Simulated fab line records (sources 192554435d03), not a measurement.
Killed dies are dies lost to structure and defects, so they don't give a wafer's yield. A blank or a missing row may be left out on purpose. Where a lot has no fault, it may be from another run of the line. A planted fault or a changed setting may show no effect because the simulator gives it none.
fab line records	flow n5_finfet
record lots=6	wafers=18	last_day=17
route steps=1938 shown BEOL_M3@992 BEOL_M4@1021 PASSIVATION@1936
lots that met no fault: from a run of the same line without faults
start_h: hours from the record's first day to the start of the lot's first wafer shown	wait_h: time in hours since the lot's previous step	" the same as in the row above	L1.1+2: several wafers, shown together as one row	- no value present, or no start provided	* or withheld: withheld	< > ~ a bound
route shown NAME@n: names a module that has steps shown in the file, with the first one's number in the route	usual: mean/standard deviation of fault-free wafers	same: alike in all rows	chamber/n: place in a boat	sites: the reading at each site	_std_site: standard deviation of those values	_edge_site: inner sites' mean taken away from outer sites' mean	radius_mm: how far each site lies from the wafer's centre	mask NAME#n: copy n	behind: the last tool/chamber to shape the wafer	hold: what put the lot on hold/how long, in hours/how the hold closed	device: whichever transistor did not switch (one of n, p or np)	end of line: tests of these same wafers at the route's end	where a step has no rows: the recipe by itself	killed: the dies lost at the first sort to structure and to defects; this is not the yield of the wafer	map: a wafer's dies, x killed, . not, _ none there
set.NAME: the setting as run; set.NAME@STEP: as run at that earlier step	model.NAME: the simulator's own value behind a step, which no gauge read
lots at selected steps of the route; one table per step, one row per wafer
services: when a tool's chamber went out of use (start_h, in hours from the record's first day, below 0 if earlier), for how many hours, and the reason
## steps
# step N5_BEOL_M3_SURFACE_TREAT_85
# recipe gas=Ar	time_s=*	ion_energy_ev=*	ion_current_ma_cm2=0.5	pressure_mtorr=*	ar_flow_sccm=30
# step N5_BEOL_M3_CVD_47
# recipe material=Co	target_thk_a=30	temp_c=withheld	precursor=CCTBA/H2	pressure_torr=30	time_s=223.8
# step N5_BEOL_M3_SPUTTER_48
# recipe material=Cu	target_thk_a=45	temp_c=-20	chamber_pressure_pa=0.07	power_w=withheld	time_s=8.29
# step N5_BEOL_M3_ANNEAL_49
# recipe temp_c=400	time_s=240	ambient=vacuum
# step N5_BEOL_M3_SPUTTER_79
# recipe material=Cu	target_thk_a=45	temp_c=-20	chamber_pressure_pa=0.07	power_w=withheld	time_s=8.29
# usual throttle_valve_pct=30.1/1.1
lot.wafer	tool	chamber	start_h	wait_h	throttle_valve_pct
L617.2	pvd_sputter-01	-	155.63	0.1	28.7
L617.4	"	-	"	"	29.4
L617.5	"	-	"	"	29.6
L623.1	pvd_sputter-01	-	197.41	0.1	29.5
L623.4	"	-	"	"	28.9
L623.5	"	-	"	"	31.1
L625.2	pvd_sputter-02	-	209.86	0.1	31.3
L625.5	"	-	"	"	31.1
L625.6	"	-	"	"	30.7
L628.1	pvd_sputter-01	-	228.18	0.1	29.3
L628.2	"	-	"	"	29.1
L628.4	"	-	"	"	28.7
L631.1	pvd_sputter-03	-	240.17	0.1	28.6
L631.5	"	-	"	"	29.4
L631.6	"	-	"	"	31.3
L636.3	pvd_sputter-03	-	287.38	0.1	29.3
L636.5	"	-	"	"	31.5
L636.6	"	-	"	"	31.2
# step N5_BEOL_M3_ANNEAL_80
# recipe temp_c=400	time_s=240	ambient=vacuum
# step N5_BEOL_M3_SPUTTER_81
# recipe material=Cu	target_thk_a=45	temp_c=-20	chamber_pressure_pa=0.07	power_w=withheld	time_s=8.29
# step N5_BEOL_M3_ANNEAL_82
# recipe temp_c=400	time_s=240	ambient=vacuum
# usual heater_power_w=868/68	susceptor_temp_C_max=401.0/0.33
lot.wafer	tool	chamber	start_h	wait_h	heater_power_w	susceptor_temp_C_max
L617.2	pvd_sputter-01	-	155.93	0.0	963	400.5
L617.4	"	-	"	"	815	400.9
L617.5	"	-	"	"	849	400.9
L623.1	pvd_sputter-01	-	197.71	0.0	823	400.3
L623.4	"	-	"	"	929	401.5
L623.5	"	-	"	"	878	401.0
L625.2	pvd_sputter-02	-	210.16	0.0	902	401.2
L625.5	"	-	"	"	864	400.9
L625.6	"	-	"	"	781	400.9
L628.1	pvd_sputter-01	-	228.48	0.0	834	401.3
L628.2	"	-	"	"	967	400.8
L628.4	"	-	"	"	943	401.4
L631.1	pvd_sputter-03	-	240.47	0.0	835	400.8
L631.5	"	-	"	"	721	400.4
L631.6	"	-	"	"	882	400.5
L636.3	pvd_sputter-03	-	287.68	0.0	721	400.9
L636.5	"	-	"	"	922	400.7
L636.6	"	-	"	"	942	401.5
# step N5_BEOL_M3_SPUTTER_86
# recipe material=Cu	target_thk_a=45	temp_c=-20	chamber_pressure_pa=0.07	power_w=withheld	time_s=8.29
# usual throttle_valve_pct=30.1/1.1
lot.wafer	tool	chamber	start_h	wait_h	throttle_valve_pct
L617.2	pvd_sputter-01	-	156.07	0.1	28.7
L617.4	"	-	"	"	29.7
L617.5	"	-	"	"	29.7
L623.1	pvd_sputter-01	-	197.85	0.1	29.8
L623.4	"	-	"	"	28.9
L623.5	"	-	"	"	31.0
L625.2	pvd_sputter-02	-	210.30	0.1	30.9
L625.5	"	-	"	"	30.9
L625.6	"	-	"	"	30.9
L628.1	pvd_sputter-01	-	228.62	0.1	29.7
L628.2	"	-	"	"	28.7
L628.4	"	-	"	"	28.8
L631.1	pvd_sputter-03	-	240.61	0.1	28.9
L631.5	"	-	"	"	29.2
L631.6	"	-	"	"	31.5
L636.3	pvd_sputter-03	-	287.82	0.1	29.4
L636.5	"	-	"	"	31.4
L636.6	"	-	"	"	31.6
# step N5_BEOL_M3_ANNEAL_87
# recipe temp_c=400	time_s=240	ambient=vacuum
# step N5_BEOL_M3_SPUTTER_88
# recipe material=Cu	target_thk_a=45	temp_c=-20	chamber_pressure_pa=0.07	power_w=withheld	time_s=8.29
# step N5_BEOL_M3_ANNEAL_89
# recipe temp_c=400	time_s=240	ambient=vacuum
# step N5_BEOL_M3_SPUTTER_90
# recipe material=Cu	target_thk_a=45	temp_c=-20	chamber_pressure_pa=0.07	power_w=withheld	time_s=8.29
# usual throttle_valve_pct=30.1/1
lot.wafer	tool	chamber	start_h	wait_h	throttle_valve_pct
L617.2	pvd_sputter-01	-	156.51	0.1	28.9
L617.4	"	-	"	"	29.5
L617.5	"	-	"	"	29.7
L623.1	pvd_sputter-01	-	198.29	0.1	29.3
L623.4	"	-	"	"	29.0
L623.5	"	-	"	"	30.8
L625.2	pvd_sputter-02	-	210.74	0.1	31.0
L625.5	"	-	"	"	31.2
L625.6	"	-	"	"	30.6
L628.1	pvd_sputter-01	-	229.06	0.1	29.4
L628.2	"	-	"	"	28.9
L628.4	"	-	"	"	29.1
L631.1	pvd_sputter-03	-	241.05	0.1	28.6
L631.5	"	-	"	"	29.4
L631.6	"	-	"	"	31.4
L636.3	pvd_sputter-03	-	288.26	0.1	29.1
L636.5	"	-	"	"	31.4
L636.6	"	-	"	"	31.5
# step N5_BEOL_M3_ANNEAL_91
# recipe temp_c=400	time_s=240	ambient=vacuum
# step N5_BEOL_M3_SPUTTER_92
# recipe material=Cu	target_thk_a=45	temp_c=-20	chamber_pressure_pa=0.07	power_w=withheld	time_s=8.29
# step N5_BEOL_M3_ANNEAL_93
# recipe temp_c=400	time_s=240	ambient=vacuum
# step N5_BEOL_M3_SPUTTER_94
# recipe material=Cu	target_thk_a=45	temp_c=-20	chamber_pressure_pa=0.07	power_w=withheld	time_s=8.29
# step N5_BEOL_M3_ANNEAL_95
# recipe temp_c=400	time_s=240	ambient=vacuum
# step N5_BEOL_M3_SPUTTER_96
# recipe material=Cu	target_thk_a=45	temp_c=-20	chamber_pressure_pa=0.07	power_w=withheld	time_s=8.29
# step N5_BEOL_M3_ECD_50
# recipe material=Cu	target_thk_a=3000
# step N5_BEOL_M3_ANNEAL_51
# recipe temp_c=225	time_s=90	ambient=N2
# step N5_BEOL_M3_CMP_52
# recipe stop_on=SiOC	t_overpolish_s=6.8	down_force_psi=1	platen_rpm=50	clearing_platen_down_force_psi=1.5	clearing_platen_rpm=50	post_cmp_clean=cu_alkaline	target_thk_nm=40	clearing_platen_pad_velocity_m_s=0.99484	pad_velocity_m_s=0.99484
# step N5_BEOL_M3_PRE_CLEAN_60
# recipe gas=NH3/H2	time_s=15	temp_c=*	rf_power_w=300
# step N5_BEOL_M3_CO_CAP_55
# recipe material=Co	target_thk_a=20	temp_c=200	precursor=CCTBA/H2	pressure_torr=30	time_s=102.1
# step N5_BEOL_M3_PRE_CLEAN_56
# recipe gas=NH3	time_s=15	temp_c=withheld	rf_power_w=300
# step N5_BEOL_M3_DEP_57
# recipe material=SiCN	target_thk_a=80	temp_c=withheld	precursor=3MS/NH3	pressure_torr=3	rf_w=202	time_s=14
# step N5_BEOL_M3_RS_MEAS_58
# recipe thk_meas_gauge=four-point-probe	reads=Co_of_BEOL_M3_CO_CAP_55+Cu_of_BEOL_M3_ECD_50+Co_of_BEOL_M3_CVD_47+TaN_of_BEOL_M3_ALD_84
# usual M3_RS=0.67/0.031
lot.wafer	tool	chamber	start_h	wait_h	M3_RS[ohm/sq]
L617.2	film_metro-01	-	158.44	0.1	0.66
L617.4	"	-	"	"	0.64
L617.5	"	-	"	"	0.62
L623.1	film_metro-01	-	200.81	0.1	0.73
L623.4	"	-	"	"	0.67
L623.5	"	-	"	"	0.67
L625.2	film_metro-01	-	212.45	0.1	0.66
L625.5	"	-	"	"	0.66
L625.6	"	-	"	"	0.62
L628.1	film_metro-02	-	230.77	0.0	0.70
L628.2	"	-	"	"	0.71
L628.4	"	-	"	"	0.68
L631.1	film_metro-02	-	242.76	0.0	0.68
L631.5	"	-	"	"	0.64
L631.6	"	-	"	"	0.67
L636.3	film_metro-02	-	290.18	0.1	0.67
L636.5	"	-	"	"	0.65
L636.6	"	-	"	"	0.66
# step N5_BEOL_M4_ILD_DEP_00
# recipe material=SiOC	target_thk_a=790	temp_c=350	precursor=DEMS/O2	pressure_torr=5	rf_w=500	time_s=15.3
# usual heater_power_w=479/84	showerhead_plenum_p_Torr=5.695/0.018	throttle_valve_pct=11.9/0.72
lot.wafer	tool	chamber	start_h	wait_h	heater_power_w	showerhead_plenum_p_Torr	throttle_valve_pct
L617.2	pecvd-04	0	158.50	0.0	406	5.701	11.2
L617.4	"	0	"	"	406	5.699	11.0
L617.5	"	0	"	"	417	5.697	11.1
L623.1	pecvd-01	2	200.88	0.0	519	5.676	11.4
L623.4	"	2	"	"	531	5.671	11.0
L623.5	"	1	"	"	637	5.723	12.9
L625.2	pecvd-02	1	212.52	0.0	471	5.697	13.3
L625.5	"	0	"	"	452	5.711	12.4
L625.6	"	1	"	"	475	5.704	13.1
L628.1	pecvd-01	2	230.83	0.0	506	5.670	11.2
L628.2	"	1	"	"	661	5.713	12.8
L628.4	"	0	"	"	483	5.693	11.5
L631.1	pecvd-01	0	242.82	0.0	429	5.696	11.5
L631.5	"	1	"	"	703	5.720	12.9
L631.6	"	0	"	"	433	5.684	11.7
L636.3	pecvd-04	2	290.24	0.0	418	5.696	11.1
L636.5	"	1	"	"	436	5.667	11.8
L636.6	"	2	"	"	407	5.697	11.2
# step N5_BEOL_M4_THK_MEAS_01
# recipe reads=SiOC_of_BEOL_M4_ILD_DEP_00
# usual M4_ILD_THK=78.2/1.3
lot.wafer	tool	chamber	start_h	wait_h	M4_ILD_THK[nm]
L617.2	film_metro-01	-	158.59	0.1	77.5
L617.4	"	-	"	"	78.2
L617.5	"	-	"	"	77.9
L623.1	film_metro-02	-	200.94	0.0	78.3
L623.4	"	-	"	"	79.4
L623.5	"	-	"	"	78.1
L625.2	film_metro-02	-	212.58	0.1	76.9
L625.5	"	-	"	"	78.2
L625.6	"	-	"	"	79.2
L628.1	film_metro-01	-	230.90	0.0	75.9
L628.2	"	-	"	"	75.6
L628.4	"	-	"	"	78.9
L631.1	film_metro-01	-	242.89	0.0	77.8
L631.5	"	-	"	"	76.6
L631.6	"	-	"	"	78.4
L636.3	film_metro-02	-	290.31	0.1	79.2
L636.5	"	-	"	"	79.8
L636.6	"	-	"	"	79.7
# step N5_BEOL_M4_PECVD_72
# recipe material=SiO2	target_thk_a=160	temp_c=400	precursor=TEOS/O2	pressure_torr=5.5	rf_w=450	teos_flow_sccm=53.8	gas=O2	flow_sccm=3000	time_s=18
# step N5_BEOL_M4_HM_DEP_02
# recipe material=TiN	target_thk_a=200	temp_c=25	chamber_pressure_pa=0.49996
# usual throttle_valve_pct=30.0/1.1
lot.wafer	tool	chamber	start_h	wait_h	throttle_valve_pct
L617.2	pvd_sputter-02	-	158.80	0.2	31.0
L617.4	"	-	"	"	31.0
L617.5	"	-	"	"	31.3
L623.1	pvd_sputter-03	-	202.89	1.9	31.6
L623.4	"	-	"	"	29.0
L623.5	"	-	"	"	28.7
L625.2	pvd_sputter-02	-	212.70	0.1	29.6
L625.5	"	-	"	"	31.2
L625.6	"	-	"	"	31.3
L628.1	pvd_sputter-01	-	231.30	0.3	28.9
L628.2	"	-	"	"	28.8
L628.4	"	-	"	"	29.6
L631.1	pvd_sputter-01	-	243.56	0.6	29.5
L631.5	"	-	"	"	29.4
L631.6	"	-	"	"	28.8
L636.3	pvd_sputter-03	-	291.85	1.5	31.6
L636.5	"	-	"	"	31.4
L636.6	"	-	"	"	31.3
# step N5_BEOL_M4_COAT_61
# recipe resist=SOC	temp_c=250	time_s=60	spin_rpm=1500	resist_thk_nm=60
# step N5_BEOL_M4_COAT_62
# recipe resist=SiARC	temp_c=220	time_s=60	spin_rpm=1500	resist_thk_nm=12
# step N5_BEOL_M4_COAT_73
# recipe resist=underlayer	temp_c=205	time_s=60	spin_rpm=1500	resist_thk_nm=5
# step N5_BEOL_M4_COAT_05
# recipe resist=CAR-EUV	spin_rpm=1500	resist_thk_nm=30
# step N5_BEOL_M4_EBR_07
# recipe solvent=PGMEA	ebr_width_mm=1.5
# step N5_BEOL_M4_SOFTBAKE_06
# recipe temp_c=110	time_s=60	resist=CAR-EUV
# step N5_BEOL_M4_EXPOSE_08
# recipe mask_id=M4	na=0.33	source_shape=dipole	sigma_inner=0.369	sigma_outer=0.767	polarization=unpolarized	dose_mj=41.25
# step N5_BEOL_M4_PEB_09
# recipe peb_temp_c=100	peb_time_s=60	resist=CAR-EUV
# step N5_BEOL_M4_DEVELOP_10
# recipe develop_time_s=30	developer=TMAH	resist=CAR-EUV	rinse_liquid=surfactant_rinse	dry=air_spin	dev_temp_c=23
# step N5_PASSIVATION_PROBE_49
# usual defect_limited_yield=91.1/1.3	killed_at_M0_to_M3=35/11	killed_at_M4_up=13/5.4	killed_at_contacts=14/6.5	killed_at_front_end=41/11	killed_at_other=4/3.1	killed_dies=106/15	killed_on_rim=14/3.7	killed_open=69/12	killed_short=35/7	sort_bin_5_function=5.2/0.86	sort_bin_6_memory=3.4/0.64	sort_n_pass=1074/15	sort_yield_pct=91.0/1.3
# same gross_dies=1180	killed_at_back_side=0	sort_bin_4_leakage[%]=0	sort_bin_8_speed[%]=0
lot.wafer	tool	chamber	start_h	wait_h	defect_limited_yield[%]	killed_at_M0_to_M3	killed_at_M4_up	killed_at_contacts	killed_at_front_end	killed_at_other	killed_dies	killed_on_rim	killed_open	killed_short	sort_bin_5_function[%]	sort_bin_6_memory[%]	sort_n_pass	sort_yield_pct[%]
L623.1	prober-01	-	301.99	0.0	88.4	88	6	4	38	1	137	21	33	28	5.8	2.9	1043	88.4
L623.4	prober-01	-	302.14	0.2	79.6	178	13	7	41	2	241	12	57	31	12.1	4.1	939	79.6
L623.5	prober-01	-	302.19	0.2	79.5	184	11	13	29	5	242	28	61	35	11.4	4.8	938	79.5
L628.1	prober-02	-	336.43	0.0	84.0	110	10	9	43	17	189	34	68	40	8.9	4.5	991	84.0
L628.2	prober-02	-	336.48	0.1	80.8	159	11	12	33	11	226	21	53	36	11.9	3.7	954	80.8
L628.4	prober-02	-	336.58	0.2	79.4	177	12	14	35	5	243	24	65	26	11.0	4.9	937	79.4
# killed by level:class
L623.1 BEOL_M3:unspecified=76 FIN_SAQP:geometric_particle:short=8 FIN_SAQP:geometric_particle:open=7 GATE_CUT:geometric_particle:short=5 STI_FIN_REVEAL:geometric_particle:open=4 GATE_CUT:geometric_particle:open=4 MOL_CONTACT_COAG:geometric_particle:open=4 STARTING-WAFER:geometric_particle:short=4
L623.4 BEOL_M3:unspecified=153 STI_FIN_REVEAL:geometric_particle:open=10 GATE_CUT:geometric_particle:short=8 BEOL_M2:geometric_particle:open=8 BEOL_M0_SAQP:geometric_particle:short=6 BEOL_M0_SAQP:geometric_particle:open=5 BEOL_M3:geometric_particle:open=5 FIN_SAQP:geometric_particle:open=4
L623.5 BEOL_M3:unspecified=142 MOL_CONTACT_COAG:geometric_particle:open=11 BEOL_M2:geometric_particle:open=10 FIN_SAQP:geometric_particle:short=9 BEOL_M3:geometric_particle:open=8 BEOL_M0_SAQP:geometric_particle:open=7 BEOL_M0_SAQP:geometric_particle:short=7 DUMMY_GATE:geometric_particle:open=4
L628.1 BEOL_M3:unspecified=80 FIN_SAQP:geometric_particle:short=8 STI_FIN_REVEAL:geometric_particle:open=8 MOL_CONTACT_COAG:geometric_particle:open=7 BEOL_M3:geometric_particle:open=7 GATE_CUT:geometric_particle:short=6 BEOL_M0_SAQP:geometric_particle:short=6 BEOL_M1:geometric_particle:open=6
L628.2 BEOL_M3:unspecified=134 MOL_CONTACT_COAG:geometric_particle:open=10 BEOL_M2:geometric_particle:open=9 GATE_CUT:geometric_particle:short=6 STI_FIN_REVEAL:geometric_particle:open=5 MIM_TOP:geometric_particle:short=5 FIN_SAQP:geometric_particle:open=4 STI_FIN_REVEAL:geometric_particle:short=4
L628.4 BEOL_M3:unspecified=150 STI_FIN_REVEAL:geometric_particle:open=16 MOL_CONTACT_COAG:geometric_particle:open=11 BEOL_M1:geometric_particle:open=7 BEOL_M2:geometric_particle:open=7 FIN_SAQP:geometric_particle:short=5 GATE_CUT:geometric_particle:short=4 BEOL_M3:geometric_particle:open=4
# map L623.5 (x killed, . not)
_________________............________________
______________.............x...._____________
___________......x................x__________
__________..........x..x............_________
________....................x.xxx..x.._______
_______.x.x............x...............______
______x..x.......................x......_____
_____..............x...x..........x......____
____......................x...............___
___............................x..x......xx__
___.......x...........x...x....x...x..x....__
__..................x.....xx..x....x.x......_
__.........................x.........x.x...._
_.........................x..................
_......x.........x.................x.........
_.x....................................x.xx..
_...............................x............
_......x......x........x.......x....x..x.....
_.................x.....................x....
_..x....x....................x....x........x.
_...x...xx...x.....x.........x..............x
__.............x....x...x.x..x.xx..........._
__x..x.x...............xx..xxxx..x.........._
___.....x.x..x.....x.x...xxxxxxxxx...x.....__
___......x......xx.x.xxxxxxxxxxxxxxx.......__
____....xx...x........x.xxxxxxxxxxxx.x....___
_____x................xxxxxxxxxxxxxxx....____
______...............xxxxxxxxxxxxxxxx..._____
_______......x.....x..xxxxxxxxxxxxxx.x.______
________x...........x.xxxxxxxxxxxxxxxx_______
__________...x.......xxxxxxxxxxxxx.x_________
___________............x.xxxxxxxxx.__________
______________.x..x......xxxxxxx_____________
_________________xx.x......xx________________
# map L628.4 (x killed, . not)
_________________.....x......________________
______________.................._____________
___________x.xx..........x.x.xxx..x__________
__________.................x.....x.._________
________.............................._______
_______..........x..............x..x..x______
______.......x............x..x..x......._____
_____...x....x..x.......x.....x........x.____
____....x..x.......................x......___
___xx.x.x......x.........................x.__
___...x.xxxx.xx......x............x........__
__..xxxxxxxxxxxx.x..................x..x...._
__..x.xxxxxxxxxxx......x..x................._
_...xxxxxxxxxxxxxx.x.x..........x............
_..xxxxxxxxxxxxxx.x................x.........
_..xxxxxxxxxxxxxxx...........................
_.xxxxxxxxxxxxxxxx.x.x......................x
_...xxxxxxxxxxxxxx.x...x.............x....x..
_x.x.xxxxxxxxxxxxxx.............xxx.x...x....
_...xx.xxxxxxxxxx........x....x..x..........x
_x...xxxxxxxxx.x..................x........x.
__...xx...xx.x..................x.........x._
__........xx...x...........x..x.......x....._
___..................x.............xx....x.__
___x.....x.x......................x........__
____............x.........................___
_____.x....x.............................____
______.................................._____
_______........................x.....x.______
________...............x........x....._______
__________.....................x...._________
___________.x.x.x.................x__________
______________.................._____________
_________________..x.....x...________________
## services
tool	chamber	start_h	hours	kind
pvd_sputter-03	-	135.52	1.7	repair
pecvd-02	1	165.01	5.5	scheduled_down
pvd_sputter-03	-	172.58	5.0	repair
pecvd-02	2	183.09	2.1	scheduled_down
pecvd-02	2	186.39	16.3	repair
pecvd-01	-	192.75	2.8	pm
pecvd-04	2	202.38	-	clean
pecvd-04	2	202.38	-	consumable_replace:showerhead
pecvd-04	2	202.38	29.0	scheduled_down
pecvd-04	2	202.38	29.0	vent_cycle
pecvd-04	-	206.89	0.8	repair
pecvd-01	-	214.89	2.5	repair
## key
first_sign step=N5_PASSIVATION_PROBE_49	reading=killed_at_M0_to_M3	direction=up	sigmas=10	usual=35	struck=149
effect step=N5_PASSIVATION_PROBE_49	reading=killed_dies	direction=up	sigmas=7	usual=106	struck=213
more_kills_born_at N5_BEOL_M3_SPUTTER_90@pvd_sputter-01=735
met_at N5_BEOL_M3_SPUTTER_90
struck_wafers L623.1,L623.4,L623.5,L628.1,L628.2,L628.4
onset_between 156.51 198.29
also_fits N5_BEOL_M3_SPUTTER_79:pvd_sputter-01,N5_BEOL_M3_ANNEAL_82:pvd_sputter-01,N5_BEOL_M3_SPUTTER_86:pvd_sputter-01
fault kind=chamber_particle_source	tool=pvd_sputter-01	chamber=-	onset_h=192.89	steps=N5_BEOL_M3_SPUTTER_90	rate_per_visit_cm2=1.7587	end_h=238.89
